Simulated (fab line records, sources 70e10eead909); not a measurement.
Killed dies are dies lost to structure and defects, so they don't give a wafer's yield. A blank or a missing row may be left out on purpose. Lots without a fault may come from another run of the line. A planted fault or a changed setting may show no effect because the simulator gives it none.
Chamber matching | flow nand_harc | NHARC_A_M1_STRIP_18 on rie_diel-12: 4 sister chambers
The step strips in N2/H2. 4 wafers are shown with their chamber, then 9 later ones without.

WAFERS WITH THEIR CHAMBER
wafer  | chamber | oes_product_au (a.u.)
L082.1 | 3       | 1.008
L082.2 | 1       | 1.004
L081.3 | 2       | 0.990
L081.5 | 0       | 0.984

WAFERS WITHOUT THEIR CHAMBER
wafer  | oes_product_au (a.u.)
L091.2 | 1.002
L091.5 | 0.996
L091.6 | 1.003
L093.1 | 0.996
L093.5 | 0.986
L093.6 | 0.994
L096.1 | 0.986
L096.3 | 1.005
L096.5 | 0.995

WHICH CHAMBER EACH WENT THROUGH
wafer  | from the rows above               | in truth
L091.2 | can't be placed: 1 or 3           | 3
L091.5 | can't be placed: 2 or 1 or 0 or 3 | 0
L091.6 | can't be placed: 1 or 3           | 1
L093.1 | can't be placed: 2 or 1 or 0 or 3 | 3
L093.5 | can't be placed: 0 or 2           | 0
L093.6 | can't be placed: 2 or 0 or 1      | 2
L096.1 | can't be placed: 0 or 2           | 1
L096.3 | can't be placed: 1 or 3           | 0
L096.5 | can't be placed: 2 or 1 or 0      | 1
Placed correctly: 0 of 9. Can't be placed from these rows: 9 (the true chamber is among the candidates in 7). Placed wrongly: 0.
How it was worked out, from the rows above alone: a wafer's distance from a chamber is the root of the sum, over the readings, of the square of ((its reading less the chamber's mean) divided by the reading's scatter). The wafer belongs to the nearest chamber; if the next one is less than 2 further off, it can't be placed. A chamber's mean is the mean of its shown wafers. The scatter: with one shown wafer a chamber, the root of the mean of the squares of how far each hidden wafer lies from its nearest shown one.
